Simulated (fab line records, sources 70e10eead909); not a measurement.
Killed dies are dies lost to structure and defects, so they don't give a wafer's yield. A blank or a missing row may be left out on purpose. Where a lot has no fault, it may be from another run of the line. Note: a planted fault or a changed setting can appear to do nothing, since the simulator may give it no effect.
fab line records	flow nand-harc
record lots=24	wafers=72	last-day=33
route steps=1302 shown A_BLC@1120 A_M0@1162 A_M1@1181
lots that met no fault: taken from a fault-free run of the same line
start-h: start of the lot's first displayed wafer, in hours after the record's first day	wait-h: hours since the lot's step before	" repeats the value in the row above	L1.1+2: one row covering several wafers at once	- value missing, or start not given	* or withheld: withheld	< > ~ a bound
route shown NAME@n: names a module that has steps shown in the file, with the first one's number in the route	usual: mean and standard deviation over wafers with no fault	same: alike in all rows	chamber/n: place in a boat	sites: each site's reading	_std_site: standard deviation across them	_edge_site: inner sites' mean taken away from outer sites' mean	radius-mm: for every site, how far away it sits from the centre of the wafer	mask NAME#n: copy n	behind: the most recent tool/chamber to have shaped the wafer	hold: reason for holding the lot/hours on hold/outcome of the hold	device: transistor that didn't switch, given as n, p or np	end of line: tests of these same wafers at the route's end	where a step has no rows: the recipe by itself	killed: dies lost to structure and defects at the first sort, not the wafer's yield	map: per-die view of a wafer (x killed, . not killed, _ where there is no die)
set.NAME: the setting as run; set.NAME@STEP: as run at that earlier step	model.NAME: the simulator's own value behind a step, which no gauge read
a sample of lots followed through the steps of the route, with each step as a table and each wafer as a row
services: a tool's chamber out of use, with start hour (start-h, from the record's first day; less than 0 if before it), hours out, and reason
## steps
# step NHARC_A_BLC_DESCUM_15
# recipe time-s=3	o2-flow-sccm=200	ar-flow-sccm=0	bias-power-w=0	chemistry=O2
# usual drypump-motor-current-A=5.7/0.34	mfc-ar-sccm=0.015/0.013	oes-product-au=0.998/0.011	rf-vpp-V=57.6/0.96	showerhead-plenum-p-Torr=1.87/0.086	throttle-valve-pct=11.312/0.0099
lot.wafer	tool	chamber	start-h	wait-h	drypump-motor-current-A	mfc-ar-sccm	oes-product-au	rf-hours-counter-h	rf-vpp-V	showerhead-plenum-p-Torr	throttle-valve-pct
L076.3	rie-diel-09	1	534.35	0.1	5.2	0.030	0.986	2	57.6	1.80	11.300
L076.4	"	3	"	"	5.5	0.015	1.002	2	57.5	1.77	11.313
L076.1	"	0	"	"	6.3	0	0.996	2	58.2	1.92	11.309
L075.6	rie-diel-03	0	535.13	0.1	5.2	0.028	0.984	-	57.9	1.89	11.314
L075.4	"	1	"	"	5.9	0	0.987	-	56.6	1.78	11.296
L075.5	"	2	"	"	5.8	0.033	1.010	-	56.6	1.97	11.309
L077.3	rie-diel-09	3	540.58	0.1	5.5	0.015	1.007	3	57.6	1.77	11.328
L077.6	"	0	"	"	6.3	0	0.985	-	56.8	1.92	11.298
L077.5	"	1	"	"	5.2	0.030	0.985	-	57.2	1.80	11.303
L074.1	rie-diel-09	3	546.06	0.1	5.5	0.015	1.013	3	57.2	1.77	11.304
L074.6	"	2	"	"	5.7	0.016	0.997	-	57.9	2.02	11.303
L074.5	"	3	"	"	5.5	0.015	1.009	-	56.8	1.77	11.291
L078.4	rie-diel-09	2	554.50	0.1	5.7	0.016	1.002	3	59.4	2.02	11.329
L078.1	"	0	"	"	6.3	0	0.995	4	58.1	1.92	11.319
L078.5	"	2	"	"	5.7	0.016	0.994	-	57.6	2.02	11.322
L079.4	rie-diel-03	0	561.66	0.1	5.2	0.028	0.991	7	57.4	1.89	11.316
L079.3	"	3	"	"	5.8	0	1.001	6	58.5	1.86	11.309
L079.6	"	0	"	"	5.2	0.028	0.990	-	58.5	1.89	11.306
L080.1	rie-diel-09	2	562.56	0.1	5.7	0.016	1.013	4	57.5	2.02	11.318
L080.5	"	3	"	"	5.5	0.015	1.016	-	58.1	1.77	11.328
L080.6	"	0	"	"	6.3	0	0.997	-	57.5	1.92	11.322
L081.2	rie-diel-03	1	579.33	0.1	5.9	0	1.001	6	58.1	1.78	11.305
L081.1	"	3	"	"	5.7	0	1.019	7	58.4	1.86	11.321
L081.5	"	2	"	"	5.8	0.033	1.006	-	59.1	1.97	11.309
L082.1	rie-diel-09	0	588.60	0.1	6.3	0	0.998	7	58.3	1.92	11.309
L082.3	"	3	"	"	5.5	0.015	1.007	7	57.2	1.77	11.301
L082.6	"	0	"	"	6.3	0	1.000	-	57.7	1.92	11.305
L083.3	rie-diel-03	0	602.62	0.1	5.2	0.028	0.993	9	57.2	1.89	11.322
L083.1	"	2	"	"	5.8	0.033	1.019	9	57.1	1.97	11.324
L083.4	"	3	"	"	5.7	0	1.006	9	57.5	1.86	11.305
L084.1	rie-diel-03	0	615.87	0.1	5.2	0.028	0.987	10	58.2	1.89	11.313
L084.3	"	2	"	"	5.8	0.033	1.001	10	59.3	1.97	11.307
L084.2	"	3	"	"	5.7	0	1.007	10	57.1	1.86	11.336
L086.2	rie-diel-09	1	616.59	0.1	5.2	0.030	0.982	7	56.8	1.80	11.307
L086.5	"	0	"	"	6.3	0	0.999	-	57.4	1.92	11.308
L086.6	"	1	"	"	5.2	0.030	0.991	-	57.2	1.80	11.319
L085.3	rie-diel-09	3	622.70	0.1	5.5	0.015	0.992	10	56.3	1.77	11.322
L085.5	"	2	"	"	5.7	0.016	0.988	-	58.2	2.01	11.330
L085.6	"	3	"	"	5.5	0.015	0.995	-	56.6	1.77	11.315
L087.4	rie-diel-09	0	636.77	0.1	6.3	0	0.999	10	58.2	1.92	11.315
L087.3	"	3	"	"	5.5	0.015	1.003	11	57.1	1.77	11.315
L087.5	"	0	"	"	6.3	0	0.999	-	56.8	1.92	11.300
L088.2	rie-diel-09	0	658.43	0.1	6.3	0	1.008	13	57.0	1.92	11.312
L088.5	"	2	"	"	5.7	0.016	0.997	-	59.2	2.01	11.326
L088.6	"	3	"	"	5.5	0.015	0.999	-	58.6	1.76	11.303
L089.4	rie-diel-09	3	660.48	0.1	5.5	0.015	0.991	14	57.4	1.76	11.323
L089.2	"	0	"	"	6.3	0	1.011	13	55.5	1.92	11.310
L089.1	"	1	"	"	5.2	0.030	0.974	11	55.7	1.80	11.311
L091.2	rie-diel-03	1	675.28	0.1	5.8	0	1.022	2	58.1	1.78	11.303
L091.4	"	2	"	"	5.8	0.033	1.005	2	58.7	1.97	11.319
L091.3	"	3	"	"	5.7	0	1.004	2	55.7	1.86	11.319
L090.1	rie-diel-03	1	676.57	0.1	5.8	0	1.001	2	59.1	1.78	11.310
L090.2	"	2	"	"	5.8	0.033	1.008	2	58.7	1.97	11.322
L090.4	"	0	"	"	5.2	0.028	0.993	2	57.4	1.89	11.295
L092.1	rie-diel-09	0	691.95	0.1	6.3	0	0.998	1	57.0	1.92	11.309
L092.3	"	1	"	"	5.2	0.030	1.004	1	58.1	1.80	11.306
L092.6	"	0	"	"	6.3	0	0.985	-	57.1	1.92	11.311
L093.4	rie-diel-03	2	699.18	0.1	5.8	0.033	1.011	4	58.1	1.97	11.314
L093.6	"	2	"	"	5.8	0.033	1.009	-	58.8	1.97	11.307
L093.5	"	3	"	"	5.7	0	1.003	-	57.3	1.86	11.304
L094.1	rie-diel-03	2	719.71	0.1	5.8	0.033	1.013	6	59.0	1.96	11.315
L094.4	"	3	"	"	5.7	0	1.019	6	57.3	1.86	11.320
L094.2	"	1	"	"	5.9	0	1.003	5	58.0	1.78	11.320
L095.1	rie-diel-03	1	721.57	0.1	5.8	0	1.001	6	56.4	1.78	11.309
L095.4	"	2	"	"	5.8	0.033	1.013	6	58.3	1.96	11.297
L095.3	"	3	"	"	5.7	0	0.999	6	57.0	1.86	11.312
L096.1	rie-diel-09	3	731.05	0.1	5.5	0.015	0.981	5	58.5	1.76	11.311
L096.3	"	2	"	"	5.7	0.016	1.001	5	58.5	2.01	11.310
L096.5	"	0	"	"	6.3	0	0.994	-	57.7	1.92	11.287
L097.4	rie-diel-03	3	745.46	0.1	5.7	0	1.009	7	57.6	1.86	11.301
L097.3	"	1	"	"	5.8	0	1.000	8	57.5	1.78	11.297
L097.5	"	3	"	"	5.7	0	1.013	-	57.4	1.86	11.313
# step NHARC_A_BLC_STRIP_21
# recipe o2-flow-sccm=500	ar-flow-sccm=0	bias-w=0	chemistry=O2
# usual drypump-motor-current-A=5.6/0.35	mfc-ar-sccm=0.015/0.013	oes-product-au=1.001/0.0094	rf-vpp-V=57.6/0.83	showerhead-plenum-p-Torr=3.48/0.14	throttle-valve-pct=17.036/0.0091
lot.wafer	tool	chamber	start-h	wait-h	drypump-motor-current-A	mfc-ar-sccm	oes-product-au	rf-hours-counter-h	rf-vpp-V	showerhead-plenum-p-Torr	throttle-valve-pct
L076.3	rie-diel-09	0	535.64	0.2	6.3	0	0.983	3	57.2	3.55	17.011
L076.4	"	1	"	"	5.3	0.030	0.992	2	57.5	3.33	17.046
L076.1	"	2	"	"	5.8	0.016	1.002	2	57.2	3.70	17.028
L075.4	rie-diel-09	3	536.49	0.1	5.5	0.015	1.006	3	56.3	3.28	17.039
L075.5	"	0	"	"	6.3	0	0.994	-	58.5	3.55	17.037
L075.6	"	1	"	"	5.2	0.030	0.992	-	57.6	3.33	17.036
L077.3	rie-diel-03	0	541.71	0.1	5.2	0.028	1.009	6	58.4	3.49	17.025
L077.6	"	3	"	"	5.6	0	1.002	-	57.7	3.45	17.038
L077.5	"	0	"	"	5.2	0.028	0.991	-	56.3	3.48	17.040
L074.1	rie-diel-03	2	547.19	0.1	5.8	0.033	0.999	5	58.6	3.62	17.043
L074.5	"	2	"	"	5.8	0.033	1.010	-	59.0	3.62	17.037
L074.6	"	3	"	"	5.7	0	1.008	-	57.7	3.45	17.047
L078.1	rie-diel-03	2	556.09	0.1	5.8	0.033	0.995	5	58.8	3.62	17.048
L078.4	"	3	"	"	5.7	0	0.986	6	56.9	3.45	17.058
L078.5	"	3	"	"	5.7	0	0.993	-	57.1	3.44	17.037
L079.3	rie-diel-03	2	562.81	0.1	5.8	0.033	0.999	6	58.2	3.62	17.040
L079.4	"	0	"	"	5.2	0.028	0.993	7	56.4	3.48	17.052
L079.6	"	2	"	"	5.8	0.033	0.999	-	58.2	3.62	17.045
L080.1	rie-diel-03	1	563.71	0.1	5.9	0	1.008	5	57.4	3.31	17.042
L080.5	"	2	"	"	5.8	0.033	1.005	-	58.0	3.62	17.034
L080.6	"	3	"	"	5.8	0	1.008	-	57.9	3.44	17.038
L081.2	rie-diel-09	3	580.50	0.1	5.5	0.015	1.011	7	57.6	3.27	17.034
L081.1	"	0	"	"	6.3	0	0.998	6	55.7	3.54	17.051
L081.5	"	1	"	"	5.2	0.030	0.997	-	56.4	3.33	17.042
L082.1	rie-diel-09	1	589.74	0.1	5.2	0.030	0.998	6	56.6	3.33	17.034
L082.3	"	3	"	"	5.5	0.015	1.015	8	56.8	3.27	17.031
L082.6	"	2	"	"	5.7	0.016	1.006	-	57.9	3.70	17.051
L083.4	rie-diel-03	2	603.77	0.1	5.8	0.033	1.001	9	57.8	3.62	17.033
L083.3	"	3	"	"	5.7	0	1.025	9	57.1	3.44	17.034
L083.1	"	0	"	"	5.2	0.028	1.007	10	58.0	3.48	17.026
L084.3	rie-diel-03	0	617.01	0.1	5.2	0.028	1.003	11	56.1	3.48	17.041
L084.1	"	1	"	"	5.8	0	0.993	9	57.5	3.30	17.042
L084.2	"	3	"	"	5.7	0	1.023	10	57.2	3.44	17.028
L086.2	rie-diel-07	1	617.74	0.1	5.0	0.021	0.997	46	57.8	3.58	17.030
L086.5	"	3	"	"	5.3	0.016	1.015	-	56.9	3.44	17.030
L086.6	"	0	"	"	6.2	0.005	1.003	-	60.0	3.69	17.039
L085.3	rie-diel-03	0	623.84	0.1	5.3	0.028	1.004	11	58.3	3.48	17.038
L085.6	"	0	"	"	5.2	0.028	1.000	-	58.4	3.48	17.034
L085.5	"	1	"	"	5.8	0	1.005	-	57.0	3.31	17.029
L087.4	rie-diel-09	2	638.42	0.4	5.8	0.016	0.995	10	57.4	3.70	17.020
L087.3	"	0	"	"	6.3	0	1.002	11	58.1	3.54	17.051
L087.5	"	1	"	"	5.2	0.030	0.979	-	57.9	3.33	17.033
L088.2	rie-diel-03	1	659.56	0.1	5.9	0	1.014	1	56.4	3.30	17.052
L088.5	"	1	"	"	5.8	0	1.011	-	56.6	3.30	17.043
L088.6	"	2	"	"	5.8	0.033	1.019	-	59.0	3.62	17.047
L089.2	rie-diel-03	1	661.63	0.1	5.8	0	1.014	1	56.1	3.30	17.051
L089.1	"	2	"	"	5.8	0.033	1.023	1	58.3	3.62	17.045
L089.4	"	0	"	"	5.2	0.028	1.000	1	57.7	3.48	17.032
L091.4	rie-diel-03	3	676.42	0.1	5.7	0	1.005	2	58.3	3.44	17.032
L091.2	"	1	"	"	5.9	0	1.014	2	57.6	3.30	17.038
L091.3	"	2	"	"	5.8	0.033	1.016	2	58.3	3.62	17.033
L090.2	rie-diel-07	3	677.71	0.1	5.3	0.016	1.003	5	57.8	3.44	17.054
L090.4	"	0	"	"	6.2	0.005	0.991	6	57.2	3.68	17.016
L090.1	"	1	"	"	5.0	0.021	1.000	6	57.3	3.57	17.046
L092.3	rie-diel-07	3	693.26	0.1	5.3	0.016	1.007	8	58.0	3.43	17.054
L092.1	"	1	"	"	5.0	0.021	0.993	9	57.9	3.57	17.031
L092.6	"	0	"	"	6.2	0.005	1.004	-	57.5	3.68	17.051
L093.4	rie-diel-09	0	700.35	0.1	6.3	0	1.006	2	57.1	3.54	17.018
L093.6	"	1	"	"	5.3	0.030	1.006	-	57.7	3.33	17.044
L093.5	"	2	"	"	5.7	0.016	0.998	-	57.2	3.70	17.028
L094.2	rie-diel-09	2	720.87	0.1	5.7	0.016	0.987	4	57.2	3.70	17.032
L094.4	"	3	"	"	5.5	0.015	0.987	4	56.6	3.27	17.023
L094.1	"	0	"	"	6.3	0	1.002	4	57.1	3.54	17.021
L095.4	rie-diel-03	0	722.72	0.1	5.2	0.028	0.998	6	57.7	3.48	17.039
L095.3	"	1	"	"	5.9	0	1.003	6	57.1	3.30	17.039
L095.1	"	2	"	"	5.8	0.033	1.009	7	58.0	3.62	17.025
L096.3	rie-diel-07	0	732.20	0.1	6.2	0.005	1.013	24	57.4	3.67	17.028
L096.1	"	3	"	"	5.3	0.016	1.004	25	58.9	3.42	17.051
L096.5	"	0	"	"	6.1	0.005	0.991	-	58.5	3.67	17.044
L097.3	rie-diel-09	3	746.60	0.1	5.5	0.015	0.992	7	57.3	3.27	17.028
L097.4	"	2	"	"	5.7	0.016	1.008	6	56.5	3.70	17.048
L097.5	"	0	"	"	6.3	0	0.998	-	57.1	3.53	17.030
# step NHARC_A_M0_CMP_23
# recipe t-overpolish-s=20	target-thk-nm=113.75
# usual edge-zone-pressure-frac=1.000/0.0055	motor-current-A=11.8/1.1	time-to-endpoint-s=28.9/2.3
lot.wafer	tool	chamber	start-h	wait-h	edge-zone-pressure-frac	motor-current-A	time-to-endpoint-s
L076.4	cmp-03	0	540.55	-	0.995	13.7	29.2
L076.1	"	2	"	"	1.015	12.8	34.2
L076.3	"	3	"	"	1.000	9.8	31.4
L075.4	cmp-04	2	541.52	-	1.005	11.5	32.8
L075.6	"	3	"	"	1.005	11.9	28.8
L075.5	"	0	"	"	1.000	11.8	31.7
L077.3	cmp-01	2	546.66	-	1.004	10.4	25.5
L077.6	"	1	"	"	0.994	12.2	29.0
L077.5	"	2	"	"	0.999	10.8	25.8
L074.1	cmp-01	0	552.12	-	1.001	13.2	30.5
L074.5	"	0	"	"	0.996	13.8	28.2
L074.6	"	1	"	"	0.987	11.5	28.5
L078.1	cmp-03	2	561.13	-	1.001	12.4	30.0
L078.4	"	0	"	"	0.995	13.9	29.2
L078.5	"	1	"	"	1.002	10.5	24.6
L079.4	cmp-04	0	567.81	-	0.997	11.4	27.4
L079.3	"	3	"	"	0.988	12.6	29.9
L079.6	"	0	"	"	1.000	12.0	29.8
L080.1	cmp-03	3	568.72	-	0.991	10.0	30.8
L080.5	"	1	"	"	1.000	11.0	25.8
L080.6	"	2	"	"	1.001	12.4	30.6
L081.1	cmp-01	0	585.27	-	0.999	13.4	30.1
L081.2	"	2	"	"	1.009	9.7	29.6
L081.5	"	1	"	"	1.007	11.7	29.3
L082.1	cmp-04	0	594.75	-	1.005	11.7	28.5
L082.3	"	1	"	"	0.992	12.4	27.1
L082.6	"	2	"	"	1.008	11.5	30.6
L083.3	cmp-03	3	608.66	-	0.995	9.4	30.6
L083.1	"	1	"	"	0.995	10.9	26.8
L083.4	"	2	"	"	1.006	12.4	32.1
L084.3	cmp-03	2	621.77	-	0.995	12.7	30.7
L084.1	"	0	"	"	1.004	13.1	26.2
L084.2	"	1	"	"	1.004	10.7	26.0
L086.2	cmp-01	2	622.68	-	0.995	9.5	22.9
L086.6	"	0	"	"	1.001	13.0	26.1
L086.5	"	1	"	"	1.004	11.5	26.5
L085.3	cmp-01	1	628.69	-	1.000	11.1	25.8
L085.6	"	0	"	"	0.992	13.3	30.5
L085.5	"	1	"	"	1.001	11.2	30.6
L087.4	cmp-01	2	643.39	-	1.005	10.4	25.1
L087.3	"	3	"	"	1.001	10.8	27.7
L087.5	"	0	"	"	0.992	13.5	30.7
L088.2	cmp-04	0	664.52	-	1.011	11.7	27.9
L088.6	"	1	"	"	1.005	12.5	28.5
L088.5	"	2	"	"	0.993	11.3	32.8
L089.4	cmp-01	0	666.51	-	1.006	13.5	30.9
L089.1	"	2	"	"	1.002	10.0	26.4
L089.2	"	3	"	"	0.997	11.3	28.8
L091.3	cmp-04	0	681.33	-	1.001	11.6	29.7
L091.4	"	1	"	"	0.990	12.2	27.2
L091.2	"	2	"	"	1.005	12.1	29.5
L090.1	cmp-04	1	682.72	-	1.001	12.8	30.1
L090.2	"	2	"	"	1.001	11.4	31.5
L090.4	"	3	"	"	1.002	11.8	29.1
L092.1	cmp-01	1	698.15	-	0.997	11.8	30.4
L092.3	"	3	"	"	1.001	10.7	29.5
L092.6	"	1	"	"	1.000	10.9	28.3
L093.4	cmp-04	1	705.30	-	0.995	12.2	31.6
L093.5	"	2	"	"	1.005	11.6	34.2
L093.6	"	3	"	"	0.996	12.1	30.3
L094.2	cmp-04	1	725.78	-	1.000	12.3	31.5
L094.4	"	2	"	"	0.997	11.9	33.5
L094.1	"	0	"	"	1.007	11.5	30.0
L095.1	cmp-01	3	727.64	-	1.003	11.1	28.8
L095.3	"	0	"	"	1.003	13.4	32.3
L095.4	"	2	"	"	1.001	10.4	28.4
L096.3	cmp-01	1	737.15	-	0.998	11.8	29.3
L096.1	"	2	"	"	1.007	10.1	26.6
L096.5	"	3	"	"	1.004	10.8	27.9
L097.4	cmp-04	1	751.73	-	0.993	12.9	25.1
L097.3	"	0	"	"	1.007	11.6	24.8
L097.5	"	1	"	"	1.001	12.5	26.0
# step NHARC_A_M0_THK_MEAS_24
# recipe thk-meas-gauge=xrf
# usual thk-nm=113.3/1.4
lot.wafer	tool	chamber	start-h	wait-h	thk-nm
L076.1	film-metro-02	-	540.86	-	115.5
L076.3	"	-	"	"	112.7
L076.4	"	-	"	"	111.6
L075.4	film-metro-01	-	541.76	-	114.7
L075.5	"	-	"	"	113.0
L075.6	"	-	"	"	111.8
L077.3	film-metro-02	-	546.95	-	111.4
L077.5	"	-	"	"	112.3
L077.6	"	-	"	"	111.4
L074.1	film-metro-01	-	552.44	-	112.8
L074.5	"	-	"	"	113.7
L074.6	"	-	"	"	112.6
L078.1	film-metro-02	-	561.42	-	113.7
L078.4	"	-	"	"	111.9
L078.5	"	-	"	"	112.8
L079.3	film-metro-01	-	568.14	-	114.3
L079.4	"	-	"	"	112.7
L079.6	"	-	"	"	114.1
L080.1	film-metro-01	-	568.97	-	114.5
L080.5	"	-	"	"	113.6
L080.6	"	-	"	"	115.1
L081.1	film-metro-02	-	585.59	-	112.8
L081.2	"	-	"	"	113.9
L081.5	"	-	"	"	112.8
L082.1	film-metro-01	-	595.00	-	113.2
L082.3	"	-	"	"	111.6
L082.6	"	-	"	"	113.3
L083.1	film-metro-02	-	608.97	-	114.0
L083.3	"	-	"	"	112.5
L083.4	"	-	"	"	114.5
L084.1	film-metro-02	-	622.09	-	114.0
L084.2	"	-	"	"	112.6
L084.3	"	-	"	"	115.3
L086.2	film-metro-01	-	622.94	-	113.8
L086.5	"	-	"	"	113.1
L086.6	"	-	"	"	113.4
L085.3	film-metro-01	-	628.97	-	112.9
L085.5	"	-	"	"	110.3
L085.6	"	-	"	"	113.0
L087.3	film-metro-01	-	643.65	-	111.6
L087.4	"	-	"	"	113.1
L087.5	"	-	"	"	113.4
L088.2	film-metro-01	-	664.75	-	114.8
L088.5	"	-	"	"	115.0
L088.6	"	-	"	"	114.8
L089.1	film-metro-01	-	666.83	-	112.7
L089.2	"	-	"	"	113.8
L089.4	"	-	"	"	115.2
L091.2	film-metro-01	-	681.61	-	112.2
L091.3	"	-	"	"	111.9
L091.4	"	-	"	"	112.4
L090.1	film-metro-02	-	683.03	-	111.3
L090.2	"	-	"	"	114.4
L090.4	"	-	"	"	111.6
L092.1	film-metro-01	-	698.47	-	113.0
L092.3	"	-	"	"	114.1
L092.6	"	-	"	"	113.2
L093.4	film-metro-02	-	705.53	-	111.6
L093.5	"	-	"	"	114.0
L093.6	"	-	"	"	113.4
L094.1	film-metro-01	-	726.10	-	114.9
L094.2	"	-	"	"	114.7
L094.4	"	-	"	"	114.7
L095.1	film-metro-02	-	727.95	-	114.1
L095.3	"	-	"	"	114.5
L095.4	"	-	"	"	113.1
L096.1	film-metro-01	-	737.41	-	112.4
L096.3	"	-	"	"	114.2
L096.5	"	-	"	"	113.2
L097.3	film-metro-02	-	752.05	-	113.7
L097.4	"	-	"	"	114.3
L097.5	"	-	"	"	113.2
# step NHARC_A_M1_INSPECT_11
# usual raw-defect-count=85/37
lot.wafer	tool	chamber	start-h	wait-h	raw-defect-count
L076.1	defect-inspect-01	-	542.54	0.0	13
L076.3	"	-	"	"	24
L076.4	"	-	"	"	15
L075.4	defect-inspect-01	-	543.32	0.0	98
L075.5	"	-	"	"	85
L075.6	"	-	"	"	112
L077.3	defect-inspect-02	-	548.61	0.0	121
L077.5	"	-	"	"	129
L077.6	"	-	"	"	115
L074.1	defect-inspect-01	-	553.99	0.0	106
L074.5	"	-	"	"	95
L074.6	"	-	"	"	114
L078.1	defect-inspect-01	-	563.09	0.0	24
L078.4	"	-	"	"	20
L078.5	"	-	"	"	24
L079.3	defect-inspect-02	-	570.01	0.0	169
L079.4	"	-	"	"	151
L079.6	"	-	"	"	150
L080.1	defect-inspect-02	-	570.52	0.0	24
L080.5	"	-	"	"	25
L080.6	"	-	"	"	16
L081.1	defect-inspect-01	-	587.14	0.0	78
L081.2	"	-	"	"	87
L081.5	"	-	"	"	97
L082.1	defect-inspect-01	-	596.58	0.0	106
L082.3	"	-	"	"	103
L082.6	"	-	"	"	126
L083.1	defect-inspect-01	-	610.70	0.0	80
L083.3	"	-	"	"	74
L083.4	"	-	"	"	92
L084.1	defect-inspect-01	-	623.77	0.0	87
L084.2	"	-	"	"	79
L084.3	"	-	"	"	98
L086.2	defect-inspect-02	-	624.61	0.0	69
L086.5	"	-	"	"	70
L086.6	"	-	"	"	69
L085.3	defect-inspect-02	-	630.64	0.0	96
L085.5	"	-	"	"	116
L085.6	"	-	"	"	95
L087.3	defect-inspect-01	-	645.20	0.0	27
L087.4	"	-	"	"	21
L087.5	"	-	"	"	24
L088.2	defect-inspect-02	-	666.43	0.0	61
L088.5	"	-	"	"	67
L088.6	"	-	"	"	72
L089.1	defect-inspect-02	-	668.38	0.0	114
L089.2	"	-	"	"	103
L089.4	"	-	"	"	109
L091.2	defect-inspect-01	-	683.30	0.0	161
L091.3	"	-	"	"	136
L091.4	"	-	"	"	163
L090.1	defect-inspect-02	-	684.68	0.0	60
L090.2	"	-	"	"	59
L090.4	"	-	"	"	50
L092.1	defect-inspect-01	-	700.28	0.0	91
L092.3	"	-	"	"	75
L092.6	"	-	"	"	77
L093.4	defect-inspect-02	-	707.24	0.0	121
L093.5	"	-	"	"	118
L093.6	"	-	"	"	108
L094.1	defect-inspect-01	-	727.78	0.0	104
L094.2	"	-	"	"	107
L094.4	"	-	"	"	121
L095.1	defect-inspect-01	-	729.48	0.0	89
L095.3	"	-	"	"	95
L095.4	"	-	"	"	74
L096.1	defect-inspect-01	-	739.74	0.0	90
L096.3	"	-	"	"	91
L096.5	"	-	"	"	88
L097.3	defect-inspect-01	-	753.81	0.0	70
L097.4	"	-	"	"	58
L097.5	"	-	"	"	61
# step NHARC_A_M1_CMP_23
# recipe t-overpolish-s=20	target-thk-nm=154.34
# usual edge-zone-pressure-frac=0.999/0.0046	motor-current-A=11.9/1.1	time-to-endpoint-s=29.6/2.6
lot.wafer	tool	chamber	start-h	wait-h	edge-zone-pressure-frac	motor-current-A	time-to-endpoint-s
L076.3	cmp-02	0	544.80	-	0.995	10.4	30.7
L076.1	"	1	"	"	0.999	13.8	27.0
L076.4	"	2	"	"	1.010	12.1	33.6
L075.4	cmp-04	2	545.54	-	0.995	12.1	32.1
L075.5	"	1	"	"	1.004	12.7	27.0
L075.6	"	2	"	"	1.001	11.9	33.2
L077.3	cmp-03	3	550.92	-	1.000	9.3	32.6
L077.5	"	0	"	"	0.997	12.9	29.4
L077.6	"	1	"	"	1.003	11.1	31.0
L074.1	cmp-04	1	556.23	-	0.999	13.3	26.4
L074.6	"	0	"	"	0.998	11.6	26.7
L074.5	"	1	"	"	0.998	12.4	27.4
L078.4	cmp-04	1	565.24	-	1.009	13.2	29.7
L078.1	"	0	"	"	1.000	11.9	30.0
L078.5	"	2	"	"	0.996	11.3	36.0
L079.3	cmp-04	0	572.24	-	1.005	11.5	30.0
L079.4	"	1	"	"	0.998	12.7	28.9
L079.6	"	0	"	"	0.999	11.9	30.3
L080.1	cmp-03	2	572.70	-	0.995	13.5	28.3
L080.6	"	2	"	"	0.995	12.2	30.5
L080.5	"	3	"	"	1.000	9.8	30.0
L081.1	cmp-04	0	589.29	-	0.994	11.4	28.1
L081.2	"	3	"	"	1.004	10.9	29.5
L081.5	"	0	"	"	0.997	12.2	30.1
L082.1	cmp-03	0	598.90	-	0.997	13.1	27.2
L082.3	"	1	"	"	1.001	10.7	23.3
L082.6	"	3	"	"	1.002	9.3	28.1
L083.1	cmp-03	0	612.90	-	1.005	12.9	27.4
L083.4	"	1	"	"	0.997	11.1	24.2
L083.3	"	2	"	"	1.001	12.9	30.0
L084.1	cmp-03	0	625.94	-	1.000	12.9	27.6
L084.3	"	2	"	"	0.998	12.0	32.1
L084.2	"	3	"	"	0.995	9.6	32.1
L086.2	cmp-04	0	626.88	-	0.996	11.9	29.9
L086.6	"	1	"	"	0.998	13.3	27.4
L086.5	"	2	"	"	1.002	11.2	31.1
L085.3	cmp-02	1	632.87	-	0.993	12.3	28.7
L085.6	"	3	"	"	1.001	13.1	31.9
L085.5	"	0	"	"	0.995	10.7	28.0
L087.4	cmp-02	0	647.65	-	0.995	10.5	30.7
L087.3	"	1	"	"	0.997	13.0	26.4
L087.5	"	2	"	"	1.001	11.6	33.0
L088.2	cmp-04	0	668.65	-	1.006	11.6	26.7
L088.6	"	2	"	"	1.003	12.1	31.6
L088.5	"	3	"	"	0.994	11.3	26.2
L089.1	cmp-04	1	670.54	-	0.999	12.6	26.8
L089.4	"	3	"	"	0.998	11.6	26.5
L089.2	"	0	"	"	1.004	12.0	27.3
L091.2	cmp-02	3	685.58	-	0.996	12.7	30.0
L091.4	"	0	"	"	1.005	10.7	27.5
L091.3	"	1	"	"	1.001	13.5	25.3
L090.4	cmp-04	1	686.93	-	1.012	12.6	29.5
L090.1	"	2	"	"	0.993	12.0	29.8
L090.2	"	3	"	"	1.000	11.8	27.8
L092.1	cmp-02	2	702.50	-	0.995	11.6	35.2
L092.3	"	0	"	"	1.000	10.2	32.9
L092.6	"	2	"	"	1.002	11.4	34.7
L093.4	cmp-04	0	709.44	-	0.999	12.3	28.8
L093.6	"	3	"	"	0.995	11.4	28.3
L093.5	"	0	"	"	1.005	11.8	32.5
L094.2	cmp-04	3	729.99	-	0.999	11.9	27.6
L094.1	"	0	"	"	0.999	11.7	29.8
L094.4	"	1	"	"	0.994	12.9	28.7
L095.1	cmp-03	3	731.64	-	0.999	9.9	30.4
L095.4	"	0	"	"	0.997	13.6	28.9
L095.3	"	2	"	"	1.003	12.6	32.2
L096.1	cmp-02	2	742.10	-	1.000	11.2	33.2
L096.3	"	3	"	"	1.007	13.8	32.9
L096.5	"	0	"	"	0.994	10.8	27.6
L097.4	cmp-03	3	756.19	-	1.001	9.4	29.5
L097.3	"	0	"	"	0.991	13.4	23.8
L097.5	"	1	"	"	0.995	10.7	24.4
## services
tool	chamber	start-h	hours	kind
rie-diel-03	0	516.31	-	clean
cmp-02	-	523.55	1.0	repair
cmp-02	-	527.65	4.0	pm
rie-diel-03	3	534.76	4.0	repair
cmp-03	-	554.00	4.0	pm
cmp-01	-	577.50	4.0	pm
cmp-04	-	601.02	4.0	pm
cmp-01	-	606.63	3.8	repair
rie-diel-07	-	619.55	0.7	repair
cmp-02	-	625.76	4.0	pm
cmp-04	-	631.18	0.5	repair
cmp-03	-	634.39	73.5	repair
rie-diel-03	-	635.30	9.0	pm
rie-diel-09	1	642.99	2.7	repair
rie-diel-07	-	648.42	9.0	pm
cmp-02	-	651.62	0.3	repair
rie-diel-09	-	674.10	9.0	pm
cmp-01	-	675.50	4.0	pm
cmp-04	-	699.02	4.0	pm
cmp-04	-	709.96	0.3	repair
cmp-02	-	723.76	4.0	pm
cmp-01	-	730.48	1.1	repair
rie-diel-03	-	732.67	0.6	repair
cmp-01	-	744.36	0.8	repair
## key
fault none
